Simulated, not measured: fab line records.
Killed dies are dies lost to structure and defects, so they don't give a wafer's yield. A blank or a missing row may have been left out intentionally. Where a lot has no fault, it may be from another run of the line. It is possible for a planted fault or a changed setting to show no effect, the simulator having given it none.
Which tool did it? || flow nand_harc || 72 wafers from 24 lots sampled at 3 of the route's 1302 steps

## WHAT THE GAUGES SHOWED, per wafer
NHARC_P_STI_CD_MEAS_09 targets a cd of 200 nm. Usual: cd_nm 200 nm, standard deviation 3.5.
{"lot": "L074", "measured": "day 2 21:53", "on": "cd_sem-03", "cd_nm (nm)": "200 205 207", "flag": ""}
{"lot": "L075", "measured": "day 3 07:34", "on": "cd_sem-01", "cd_nm (nm)": "193 194 199", "flag": ""}
{"lot": "L076", "measured": "day 3 16:26", "on": "cd_sem-02", "cd_nm (nm)": "194 195 192", "flag": ""}
{"lot": "L077", "measured": "day 4 05:10", "on": "cd_sem-01", "cd_nm (nm)": "195 202 197", "flag": ""}
{"lot": "L078", "measured": "day 4 13:38", "on": "cd_sem-03", "cd_nm (nm)": "204 199 199", "flag": ""}
{"lot": "L079", "measured": "day 4 21:34", "on": "cd_sem-02", "cd_nm (nm)": "199 197 195", "flag": ""}
{"lot": "L080", "measured": "day 5 08:02", "on": "cd_sem-03", "cd_nm (nm)": "198 201 197", "flag": ""}
{"lot": "L081", "measured": "day 5 17:01", "on": "cd_sem-02", "cd_nm (nm)": "196 198 202", "flag": ""}
{"lot": "L082", "measured": "day 6 04:54", "on": "cd_sem-02", "cd_nm (nm)": "202 205 200", "flag": ""}
{"lot": "L083", "measured": "day 6 16:38", "on": "cd_sem-01", "cd_nm (nm)": "200 202 200", "flag": ""}
{"lot": "L084", "measured": "day 7 03:35", "on": "cd_sem-03", "cd_nm (nm)": "197 200 199", "flag": ""}
{"lot": "L085", "measured": "day 7 12:24", "on": "cd_sem-01", "cd_nm (nm)": "199 206 200", "flag": ""}
{"lot": "L086", "measured": "day 7 19:53", "on": "cd_sem-03", "cd_nm (nm)": "200 196 197", "flag": ""}
{"lot": "L087", "measured": "day 8 04:53", "on": "cd_sem-03", "cd_nm (nm)": "202 206 208", "flag": ""}
{"lot": "L088", "measured": "day 8 15:13", "on": "cd_sem-03", "cd_nm (nm)": "203 195 196", "flag": ""}
{"lot": "L089", "measured": "day 9 02:09", "on": "cd_sem-03", "cd_nm (nm)": "197 194 195", "flag": ""}
{"lot": "L090", "measured": "day 9 13:40", "on": "cd_sem-01", "cd_nm (nm)": "202 200 196", "flag": ""}
{"lot": "L091", "measured": "day 9 21:58", "on": "cd_sem-02", "cd_nm (nm)": "202 198 204", "flag": ""}
{"lot": "L092", "measured": "day 10 17:42", "on": "cd_sem-01", "cd_nm (nm)": "203 200 199", "flag": ""}
{"lot": "L093", "measured": "day 10 17:32", "on": "cd_sem-01", "cd_nm (nm)": "203 201 206", "flag": ""}
{"lot": "L094", "measured": "day 11 06:31", "on": "cd_sem-03", "cd_nm (nm)": "203 197 204", "flag": ""}
{"lot": "L095", "measured": "day 11 16:34", "on": "cd_sem-03", "cd_nm (nm)": "202 201 201", "flag": ""}
{"lot": "L096", "measured": "day 12 04:43", "on": "cd_sem-01", "cd_nm (nm)": "197 202 195", "flag": ""}
{"lot": "L097", "measured": "day 12 08:58", "on": "cd_sem-01", "cd_nm (nm)": "194 196 198", "flag": ""}

NHARC_P_STI_OVL_MEAS_10. Usual: overlay_x_nm 1 nm, standard deviation 4.3; overlay_y_nm -1 nm, standard deviation 5.
{"lot": "L074", "measured": "day 2 21:58", "on": "overlay-02", "overlay_x_nm (nm)": "2 2 2", "overlay_y_nm (nm)": "-6 -7 -7", "flag": ""}
{"lot": "L075", "measured": "day 3 07:39", "on": "overlay-02", "overlay_x_nm (nm)": "-1 -1 -1", "overlay_y_nm (nm)": "-2 -2 -2", "flag": ""}
{"lot": "L076", "measured": "day 3 16:31", "on": "overlay-02", "overlay_x_nm (nm)": "0 0 0", "overlay_y_nm (nm)": "3 2 3", "flag": ""}
{"lot": "L077", "measured": "day 4 05:15", "on": "overlay-02", "overlay_x_nm (nm)": "-4 -4 -4", "overlay_y_nm (nm)": "-5 -5 -5", "flag": ""}
{"lot": "L078", "measured": "day 4 13:44", "on": "overlay-01", "overlay_x_nm (nm)": "8 8 8", "overlay_y_nm (nm)": "2 2 2", "flag": ""}
{"lot": "L079", "measured": "day 4 21:40", "on": "overlay-01", "overlay_x_nm (nm)": "3 2 2", "overlay_y_nm (nm)": "5 5 5", "flag": ""}
{"lot": "L080", "measured": "day 5 08:07", "on": "overlay-02", "overlay_x_nm (nm)": "3 2 3", "overlay_y_nm (nm)": "4 4 5", "flag": ""}
{"lot": "L081", "measured": "day 5 17:07", "on": "overlay-02", "overlay_x_nm (nm)": "-5 -5 -5", "overlay_y_nm (nm)": "7 7 7", "flag": ""}
{"lot": "L082", "measured": "day 6 04:59", "on": "overlay-01", "overlay_x_nm (nm)": "0 1 0", "overlay_y_nm (nm)": "-2 -1 -2", "flag": ""}
{"lot": "L083", "measured": "day 6 16:43", "on": "overlay-02", "overlay_x_nm (nm)": "-8 -7 -7", "overlay_y_nm (nm)": "1 0 0", "flag": ""}
{"lot": "L084", "measured": "day 7 03:40", "on": "overlay-02", "overlay_x_nm (nm)": "8 8 8", "overlay_y_nm (nm)": "-5 -5 -5", "flag": ""}
{"lot": "L085", "measured": "day 7 12:29", "on": "overlay-01", "overlay_x_nm (nm)": "-2 -3 -3", "overlay_y_nm (nm)": "-8 -8 -8", "flag": ""}
{"lot": "L086", "measured": "day 7 19:58", "on": "overlay-01", "overlay_x_nm (nm)": "5 5 5", "overlay_y_nm (nm)": "-3 -3 -4", "flag": ""}
{"lot": "L087", "measured": "day 8 04:58", "on": "overlay-01", "overlay_x_nm (nm)": "0 0 1", "overlay_y_nm (nm)": "-4 -4 -4", "flag": ""}
{"lot": "L088", "measured": "day 8 15:17", "on": "overlay-01", "overlay_x_nm (nm)": "-10 -10 -10", "overlay_y_nm (nm)": "3 3 3", "flag": ""}
{"lot": "L089", "measured": "day 9 02:14", "on": "overlay-01", "overlay_x_nm (nm)": "-1 -1 -1", "overlay_y_nm (nm)": "-14 -14 -14", "flag": ""}
{"lot": "L090", "measured": "day 9 13:45", "on": "overlay-02", "overlay_x_nm (nm)": "7 7 7", "overlay_y_nm (nm)": "-2 -1 -2", "flag": ""}
{"lot": "L091", "measured": "day 9 22:03", "on": "overlay-02", "overlay_x_nm (nm)": "1 0 0", "overlay_y_nm (nm)": "-1 -1 -1", "flag": ""}
{"lot": "L092", "measured": "day 10 17:47", "on": "overlay-02", "overlay_x_nm (nm)": "4 5 4", "overlay_y_nm (nm)": "4 4 4", "flag": ""}
{"lot": "L093", "measured": "day 10 17:37", "on": "overlay-02", "overlay_x_nm (nm)": "0 0 0", "overlay_y_nm (nm)": "1 1 1", "flag": ""}
{"lot": "L094", "measured": "day 11 06:36", "on": "overlay-02", "overlay_x_nm (nm)": "4 3 3", "overlay_y_nm (nm)": "0 0 1", "flag": ""}
{"lot": "L095", "measured": "day 11 16:38", "on": "overlay-01", "overlay_x_nm (nm)": "0 -1 0", "overlay_y_nm (nm)": "-2 -2 -1", "flag": ""}
{"lot": "L096", "measured": "day 12 04:49", "on": "overlay-01", "overlay_x_nm (nm)": "3 3 3", "overlay_y_nm (nm)": "9 9 9", "flag": ""}
{"lot": "L097", "measured": "day 12 09:02", "on": "overlay-01", "overlay_x_nm (nm)": "3 3 3", "overlay_y_nm (nm)": "2 1 2", "flag": ""}

## WHICH TOOL RAN EACH LOT (tool, then ch and the chambers of the sampled wafers, then the start)
{"lot": "L074", "NHARC_P_ZERO_WELL_DESCUM_39": "rie_diel-05 ch 0,3, day 2 00:46"}
{"lot": "L075", "NHARC_P_ZERO_WELL_DESCUM_39": "rie_diel-12 ch 0,3, day 2 10:36"}
{"lot": "L076", "NHARC_P_ZERO_WELL_DESCUM_39": "rie_diel-04 ch 1,2, day 2 20:16"}
{"lot": "L077", "NHARC_P_ZERO_WELL_DESCUM_39": "rie_diel-04 ch 1,2,3, day 3 06:32"}
{"lot": "L078", "NHARC_P_ZERO_WELL_DESCUM_39": "rie_diel-05 ch 0,1,3, day 3 16:11"}
{"lot": "L079", "NHARC_P_ZERO_WELL_DESCUM_39": "rie_diel-12 ch 1,2,3, day 4 02:32"}
{"lot": "L080", "NHARC_P_ZERO_WELL_DESCUM_39": "rie_diel-04 ch 1,3, day 4 12:16"}
{"lot": "L081", "NHARC_P_ZERO_WELL_DESCUM_39": "rie_diel-04 ch 0,1,3, day 4 22:11"}
{"lot": "L082", "NHARC_P_ZERO_WELL_DESCUM_39": "rie_diel-05 ch 1,3, day 5 08:17"}
{"lot": "L083", "NHARC_P_ZERO_WELL_DESCUM_39": "rie_diel-04 ch 0,2,3, day 5 18:17"}
{"lot": "L084", "NHARC_P_ZERO_WELL_DESCUM_39": "rie_diel-12 ch 1,2,3, day 6 04:25"}
{"lot": "L085", "NHARC_P_ZERO_WELL_DESCUM_39": "rie_diel-12 ch 0,2,3, day 6 14:29"}
{"lot": "L086", "NHARC_P_ZERO_WELL_DESCUM_39": "rie_diel-12 ch 0,3, day 7 00:25"}
{"lot": "L087", "NHARC_P_ZERO_WELL_DESCUM_39": "rie_diel-05 ch 1,2,3, day 7 10:16"}
{"lot": "L088", "NHARC_P_ZERO_WELL_DESCUM_39": "rie_diel-04 ch 0,3, day 7 20:25"}
{"lot": "L089", "NHARC_P_ZERO_WELL_DESCUM_39": "rie_diel-05 ch 0,2,3, day 8 06:08"}
{"lot": "L090", "NHARC_P_ZERO_WELL_DESCUM_39": "rie_diel-12 ch 2,3, day 8 16:16"}
{"lot": "L091", "NHARC_P_ZERO_WELL_DESCUM_39": "rie_diel-12 ch 0,1,3, day 9 02:16"}
{"lot": "L092", "NHARC_P_ZERO_WELL_DESCUM_39": "rie_diel-12 ch 0,1, day 9 12:15"}
{"lot": "L093", "NHARC_P_ZERO_WELL_DESCUM_39": "rie_diel-12 ch 0,1,3, day 9 22:40"}
{"lot": "L094", "NHARC_P_ZERO_WELL_DESCUM_39": "rie_diel-04 ch 2,3, day 10 08:32"}
{"lot": "L095", "NHARC_P_ZERO_WELL_DESCUM_39": "rie_diel-04 ch 2,3, day 10 18:49"}
{"lot": "L096", "NHARC_P_ZERO_WELL_DESCUM_39": "rie_diel-05 ch 0,2,3, day 11 04:25"}
{"lot": "L097", "NHARC_P_ZERO_WELL_DESCUM_39": "rie_diel-04 ch 0,1,3, day 11 14:25"}
- NHARC_P_ZERO_WELL_DESCUM_39: chemistry O2, time 3 s.

## AS READ BY THE TOOLS THEMSELVES (means over the sampled wafers that have a number; for cases with no such wafer, the mark the record gives instead)
NHARC_P_ZERO_WELL_DESCUM_39. Usual: drypump_motor_current_A 5.79 A, standard deviation 0.23; oes_product_au 0.998 a.u., standard deviation 0.014; rf_vpp_V 58.0 V, standard deviation 0.82; showerhead_plenum_p_Torr 1.92 Torr, standard deviation 0.06; throttle_valve_pct 11.311 %, standard deviation 0.009.
{"lot": "L074", "tool": "rie_diel-05", "drypump_motor_current_A (A)": 5.54, "oes_product_au (a.u.)": 0.993, "rf_vpp_V (V)": 56.9, "showerhead_plenum_p_Torr (Torr)": 1.90, "throttle_valve_pct (%)": 11.314, "flag": ""}
{"lot": "L075", "tool": "rie_diel-12", "drypump_motor_current_A (A)": 5.67, "oes_product_au (a.u.)": 0.983, "rf_vpp_V (V)": 57.6, "showerhead_plenum_p_Torr (Torr)": 1.86, "throttle_valve_pct (%)": 11.304, "flag": ""}
{"lot": "L076", "tool": "rie_diel-04", "drypump_motor_current_A (A)": 5.79, "oes_product_au (a.u.)": 1.012, "rf_vpp_V (V)": 58.2, "showerhead_plenum_p_Torr (Torr)": 2.02, "throttle_valve_pct (%)": 11.313, "flag": ""}
{"lot": "L077", "tool": "rie_diel-04", "drypump_motor_current_A (A)": 5.78, "oes_product_au (a.u.)": 1.020, "rf_vpp_V (V)": 58.2, "showerhead_plenum_p_Torr (Torr)": 1.99, "throttle_valve_pct (%)": 11.310, "flag": ""}
{"lot": "L078", "tool": "rie_diel-05", "drypump_motor_current_A (A)": 5.74, "oes_product_au (a.u.)": 0.988, "rf_vpp_V (V)": 58.8, "showerhead_plenum_p_Torr (Torr)": 1.87, "throttle_valve_pct (%)": 11.305, "flag": ""}
{"lot": "L079", "tool": "rie_diel-12", "drypump_motor_current_A (A)": 5.73, "oes_product_au (a.u.)": 0.995, "rf_vpp_V (V)": 57.6, "showerhead_plenum_p_Torr (Torr)": 1.92, "throttle_valve_pct (%)": 11.314, "flag": ""}
{"lot": "L080", "tool": "rie_diel-04", "drypump_motor_current_A (A)": 5.56, "oes_product_au (a.u.)": 1.010, "rf_vpp_V (V)": 57.6, "showerhead_plenum_p_Torr (Torr)": 1.97, "throttle_valve_pct (%)": 11.308, "flag": ""}
{"lot": "L081", "tool": "rie_diel-04", "drypump_motor_current_A (A)": 5.67, "oes_product_au (a.u.)": 1.007, "rf_vpp_V (V)": 58.8, "showerhead_plenum_p_Torr (Torr)": 1.95, "throttle_valve_pct (%)": 11.316, "flag": ""}
{"lot": "L082", "tool": "rie_diel-05", "drypump_motor_current_A (A)": 5.97, "oes_product_au (a.u.)": 1.001, "rf_vpp_V (V)": 58.5, "showerhead_plenum_p_Torr (Torr)": 1.84, "throttle_valve_pct (%)": 11.306, "flag": ""}
{"lot": "L083", "tool": "rie_diel-04", "drypump_motor_current_A (A)": 5.90, "oes_product_au (a.u.)": 1.009, "rf_vpp_V (V)": 58.1, "showerhead_plenum_p_Torr (Torr)": 1.97, "throttle_valve_pct (%)": 11.310, "flag": ""}
{"lot": "L084", "tool": "rie_diel-12", "drypump_motor_current_A (A)": 5.74, "oes_product_au (a.u.)": 0.981, "rf_vpp_V (V)": 57.7, "showerhead_plenum_p_Torr (Torr)": 1.91, "throttle_valve_pct (%)": 11.323, "flag": ""}
{"lot": "L085", "tool": "rie_diel-12", "drypump_motor_current_A (A)": 5.75, "oes_product_au (a.u.)": 1.000, "rf_vpp_V (V)": 58.4, "showerhead_plenum_p_Torr (Torr)": 1.89, "throttle_valve_pct (%)": 11.314, "flag": ""}
{"lot": "L086", "tool": "rie_diel-12", "drypump_motor_current_A (A)": 5.67, "oes_product_au (a.u.)": 0.979, "rf_vpp_V (V)": 57.1, "showerhead_plenum_p_Torr (Torr)": 1.85, "throttle_valve_pct (%)": 11.317, "flag": ""}
{"lot": "L087", "tool": "rie_diel-05", "drypump_motor_current_A (A)": 5.96, "oes_product_au (a.u.)": 0.994, "rf_vpp_V (V)": 57.8, "showerhead_plenum_p_Torr (Torr)": 1.87, "throttle_valve_pct (%)": 11.301, "flag": ""}
{"lot": "L088", "tool": "rie_diel-04", "drypump_motor_current_A (A)": 5.77, "oes_product_au (a.u.)": 1.018, "rf_vpp_V (V)": 57.9, "showerhead_plenum_p_Torr (Torr)": 1.93, "throttle_valve_pct (%)": 11.317, "flag": ""}
{"lot": "L089", "tool": "rie_diel-05", "drypump_motor_current_A (A)": 5.74, "oes_product_au (a.u.)": 0.986, "rf_vpp_V (V)": 57.8, "showerhead_plenum_p_Torr (Torr)": 1.89, "throttle_valve_pct (%)": 11.309, "flag": ""}
{"lot": "L090", "tool": "rie_diel-12", "drypump_motor_current_A (A)": 5.65, "oes_product_au (a.u.)": 0.974, "rf_vpp_V (V)": 58.3, "showerhead_plenum_p_Torr (Torr)": 1.87, "throttle_valve_pct (%)": 11.319, "flag": ""}
{"lot": "L091", "tool": "rie_diel-12", "drypump_motor_current_A (A)": 5.76, "oes_product_au (a.u.)": 0.993, "rf_vpp_V (V)": 57.1, "showerhead_plenum_p_Torr (Torr)": 1.88, "throttle_valve_pct (%)": 11.312, "flag": ""}
{"lot": "L092", "tool": "rie_diel-12", "drypump_motor_current_A (A)": 5.84, "oes_product_au (a.u.)": 0.997, "rf_vpp_V (V)": 58.8, "showerhead_plenum_p_Torr (Torr)": 1.92, "throttle_valve_pct (%)": 11.306, "flag": ""}
{"lot": "L093", "tool": "rie_diel-12", "drypump_motor_current_A (A)": 5.75, "oes_product_au (a.u.)": 0.995, "rf_vpp_V (V)": 57.6, "showerhead_plenum_p_Torr (Torr)": 1.88, "throttle_valve_pct (%)": 11.307, "flag": ""}
{"lot": "L094", "tool": "rie_diel-04", "drypump_motor_current_A (A)": 5.99, "oes_product_au (a.u.)": 1.002, "rf_vpp_V (V)": 58.5, "showerhead_plenum_p_Torr (Torr)": 1.99, "throttle_valve_pct (%)": 11.313, "flag": ""}
{"lot": "L095", "tool": "rie_diel-04", "drypump_motor_current_A (A)": 6.01, "oes_product_au (a.u.)": 1.001, "rf_vpp_V (V)": 57.9, "showerhead_plenum_p_Torr (Torr)": 1.99, "throttle_valve_pct (%)": 11.314, "flag": ""}
{"lot": "L096", "tool": "rie_diel-05", "drypump_motor_current_A (A)": 5.75, "oes_product_au (a.u.)": 1.000, "rf_vpp_V (V)": 57.6, "showerhead_plenum_p_Torr (Torr)": 1.88, "throttle_valve_pct (%)": 11.307, "flag": ""}
{"lot": "L097", "tool": "rie_diel-04", "drypump_motor_current_A (A)": 5.68, "oes_product_au (a.u.)": 1.004, "rf_vpp_V (V)": 58.0, "showerhead_plenum_p_Torr (Torr)": 1.94, "throttle_valve_pct (%)": 11.314, "flag": ""}

## THE ANSWER, worked out from the rows above alone
Rule: a lot counts as off when the mean over its wafers that have a number is more than 3 standard deviations away from the usual mean. Also off: a lot with no number at a reading for which 4 or more lots have one. Where the step has rows for the other lots, those lots are counted as sound. The gauges are gone through in route order, then the tools' own readings, and for those a lot's mean is taken as printed above. The first step at which some lot is off is used, and at that step the reading that is off furthest; a lot without a number counts as furthest.
Across all readings shown, no lot is off: no conclusion can be drawn from this.

## WHAT THE SIMULATOR HAD INSERTED
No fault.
